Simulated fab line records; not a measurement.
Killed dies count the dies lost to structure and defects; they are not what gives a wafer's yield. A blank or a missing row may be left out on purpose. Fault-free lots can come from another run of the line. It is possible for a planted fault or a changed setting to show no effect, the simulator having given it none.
Split-lot trial | flow n5_finfet | 7 lots, 21 wafers read, on a route of 1938 steps

## THE SPLIT
At N5_BEOL_M8_EXPOSE_25 (exposes mask V7, target cd 40 nm), the setting dose_mj was moved away from the recipe's 42.5 on 9 of the 21 wafers read, by -4.7% to +6.1%. All remaining wafers had this setting at the recipe value.

## FROM THE SPLIT TO THE READING: what the file shows between them, 3 steps
- N5_BEOL_M8_PEB_26: peb time 60 s
- N5_BEOL_M8_DEVELOP_27: develop time 30 s
- N5_BEOL_M8_DESCUM_33: chemistry O2, time 7 s

## THE READING
BEOL_M8.cd_nm (the simulator's own value, which no gauge read), in nm, at N5_BEOL_M8_ETCH_72 (etches underlayer in N2/H2, target depth 6.5 nm, time 5.2 s). The file gives no usual value for it. The 12 wafers here that ran the recipe average 39.9 nm, standard deviation 0.17 nm.

wafer  | tool, chamber at the split | dose_mj as run | against the recipe | BEOL_M8.cd_nm, nm | against lot-mates on the recipe
L078.2 | euv_scanner-01, 0          | 42.5           | recipe             | 40                | -
L078.3 | euv_scanner-01, 0          | 42.5           | recipe             | 40                | -
L078.5 | euv_scanner-01, 0          | 42.5           | recipe             | 40                | -
L077.1 | euv_scanner-01, 0          | 40.71          | -4.2%              | 38.8              | -0.8
L077.3 | euv_scanner-01, 0          | 42.5           | recipe             | 39.6              | -
L077.5 | euv_scanner-01, 0          | 40.71          | -4.2%              | 39                | -0.6
L085.2 | euv_scanner-01, 0          | 45.11          | +6.1%              | 41                | +1.2
L085.4 | euv_scanner-01, 0          | 42.5           | recipe             | 39.8              | -
L085.5 | euv_scanner-01, 0          | 45.11          | +6.1%              | 40.6              | +0.8
L086.1 | euv_scanner-01, 0          | 43.31          | +1.9%              | 40.4              | +0.6
L086.3 | euv_scanner-01, 0          | 43.31          | +1.9%              | 40.2              | +0.4
L086.4 | euv_scanner-01, 0          | 42.5           | recipe             | 39.8              | -
L089.2 | euv_scanner-02, 0          | 42.5           | recipe             | 39.8              | -
L089.3 | euv_scanner-02, 0          | 42.5           | recipe             | 40                | -
L089.5 | euv_scanner-02, 0          | 42.5           | recipe             | 39.6              | -
L091.2 | euv_scanner-01, 0          | 42.5           | recipe             | 40.2              | -
L091.4 | euv_scanner-01, 0          | 41.52          | -2.3%              | 39.4              | -0.7
L091.5 | euv_scanner-01, 0          | 42.5           | recipe             | 40                | -
L095.1 | euv_scanner-02, 0          | 40.5           | -4.7%              | 38.6              | -1.2
L095.3 | euv_scanner-02, 0          | 40.5           | -4.7%              | 39                | -0.8
L095.6 | euv_scanner-02, 0          | 42.5           | recipe             | 39.8              | -

FIT RESULTS
A straight line over all 21 wafers: BEOL_M8.cd_nm changes by +0.192 nm for each +1% of dose_mj; r = +0.94; the points scatter about the line by 0.2 nm.
The same after taking each lot's own level away (the mean of its wafers on the recipe; 21 wafers): +0.185 nm for each +1%; r = +0.96; scatter 0.16 nm.
The reading moves by 1.1 nm for the largest change in dose_mj, on that fit.
The lots' own levels span 39.60 to 40.10 nm, that is 2.9 times the standard deviation above.
The two slopes are in agreement: the lot-to-lot level therefore moves the slope only a little.
Check: with one of the wafers moved furthest among these (+6.1%) left out of the fit, the line predicts +1.09 nm for it against its lot-mates. Against them it came out at +1.2 nm.

## FURTHER SPLITS ON THESE WAFERS
These wafers also went through other splits before the reading. Each is held against what the fit with the lots' levels taken away leaves over:
other split on the same wafers | wafers away from the commonest value | r with BEOL_M8.cd_nm (lot level and that fit taken away)
N5_BEOL_M5_ETCH_41 source_w    | 5                                    | -0.01
N5_BEOL_M6_PECVD_70 temp_c     | 7                                    | -0.07
N5_BEOL_M6_COAT_59 spin_rpm    | 7                                    | +0.28
N5_BEOL_M7_EXPOSE_25 dose_mj   | 11                                   | -0.42

## THE WHOLE CHAIN: every reading that the file lists as answering this split, in the file's order
step                 | what it does                                                | reading                                                        | change (the file's fit)               | r (the file's)
N5_BEOL_M8_DESCUM_33 | chemistry O2, time 7 s                                      | BEOL_M8.cd_nm (the simulator's own value, which no gauge read) | +0.176 nm for each +1% of the setting | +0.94
N5_BEOL_M8_ETCH_72   | etches underlayer in N2/H2, target depth 6.5 nm, time 5.2 s | BEOL_M8.cd_nm (the simulator's own value, which no gauge read) | +0.189 nm for each +1% of the setting | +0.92

## FILE'S OWN FIT
BEOL_M8.cd_nm changes by +0.189 nm for each +1% of dose_mj, r = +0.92.
